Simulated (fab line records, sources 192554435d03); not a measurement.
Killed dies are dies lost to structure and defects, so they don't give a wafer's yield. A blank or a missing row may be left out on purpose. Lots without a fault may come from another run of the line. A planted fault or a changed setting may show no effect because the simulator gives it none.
Chamber matching | flow n5_finfet | N5_BEOL_M14_ETCH_68 on rie_diel-02: 4 sister chambers
The step etches SOC in N2/H2, time 450 s. 22 wafers are shown with their chamber, then 11 later ones without.

WAFERS WITH THEIR CHAMBER
wafer  | chamber | drypump_motor_current_A (A) | showerhead_plenum_p_Torr (Torr) | throttle_valve_pct (%)
L075.2 | 3       | 4.9                         | 2.57                            | 17.50
L075.3 | 1       | 5.7                         | 2.59                            | 17.33
L075.6 | 0       | 6.5                         | 2.48                            | 18.05
L076.1 | 0       | 6.5                         | 2.48                            | 18.02
L076.3 | 1       | 5.7                         | 2.59                            | 17.36
L076.4 | 3       | 4.9                         | 2.56                            | 17.51
L080.1 | 0       | 6.4                         | 2.48                            | 18.04
L080.2 | 2       | 5.6                         | 2.48                            | 17.46
L080.6 | 1       | 5.7                         | 2.59                            | 17.36
L079.1 | 3       | 4.9                         | 2.56                            | 17.53
L079.2 | 2       | 5.6                         | 2.48                            | 17.47
L079.3 | 0       | 6.5                         | 2.48                            | 18.03
L079.4 | 1       | 5.7                         | 2.59                            | 17.38
L079.5 | 0       | 6.5                         | 2.48                            | 18.06
L079.6 | 3       | 4.9                         | 2.56                            | 17.53
L081.3 | 1       | 5.7                         | 2.59                            | 17.36
L081.4 | 2       | 5.6                         | 2.48                            | 17.46
L081.5 | 2       | 5.6                         | 2.48                            | 17.47
L083.4 | 2       | 5.6                         | 2.47                            | 17.49
L083.5 | 3       | 4.9                         | 2.56                            | 17.56
L083.6 | 2       | 5.6                         | 2.47                            | 17.51
L087.1 | 3       | 4.9                         | 2.55                            | 17.57

SIGNATURES (means of the wafers above)
reading                  | chamber 0 | chamber 1 | chamber 2 | chamber 3 | scatter within a chamber
drypump_motor_current_A  | 6.480     | 5.700     | 5.600     | 4.900     | 0.0211
showerhead_plenum_p_Torr | 2.4800    | 2.5900    | 2.4767    | 2.5600    | 0.0043
throttle_valve_pct       | 18.0400   | 17.3580   | 17.4767   | 17.5333   | 0.021
Rule: a wafer's distance from a chamber is the root of the sum, over the readings, of the square of ((its reading less the chamber's mean) divided by the reading's scatter). The wafer belongs to the nearest chamber; if the next one is less than 2 further off, it can't be placed. The scatter: the root of (the sum of the squares of (reading less its chamber's mean) over the shown wafers, divided by (wafers less chambers)).

WAFERS WITHOUT THEIR CHAMBER
wafer  | drypump_motor_current_A (A) | showerhead_plenum_p_Torr (Torr) | throttle_valve_pct (%)
L087.3 | 5.7                         | 2.58                            | 17.38
L087.6 | 6.4                         | 2.47                            | 18.08
L095.4 | 5.7                         | 2.58                            | 17.42
L095.5 | 5.6                         | 2.47                            | 17.51
L095.6 | 5.7                         | 2.58                            | 17.42
L096.1 | 5.6                         | 2.47                            | 17.52
L096.2 | 6.4                         | 2.46                            | 18.11
L096.3 | 4.9                         | 2.55                            | 17.59
L096.4 | 5.7                         | 2.57                            | 17.43
L096.5 | 5.7                         | 2.57                            | 17.42
L096.6 | 6.5                         | 2.46                            | 18.10

WHICH CHAMBER EACH WENT THROUGH
wafer  | from the rows above | in truth
L087.3 | 1                   | 1
L087.6 | 0                   | 0
L095.4 | 1                   | 1
L095.5 | 2                   | 2
L095.6 | 1                   | 1
L096.1 | 2                   | 2
L096.2 | 0                   | 0
L096.3 | 3                   | 3
L096.4 | 1                   | 1
L096.5 | 1                   | 1
L096.6 | 0                   | 0
Placed correctly: 11 of 11. Can't be placed from these rows: 0. Placed wrongly: 0.
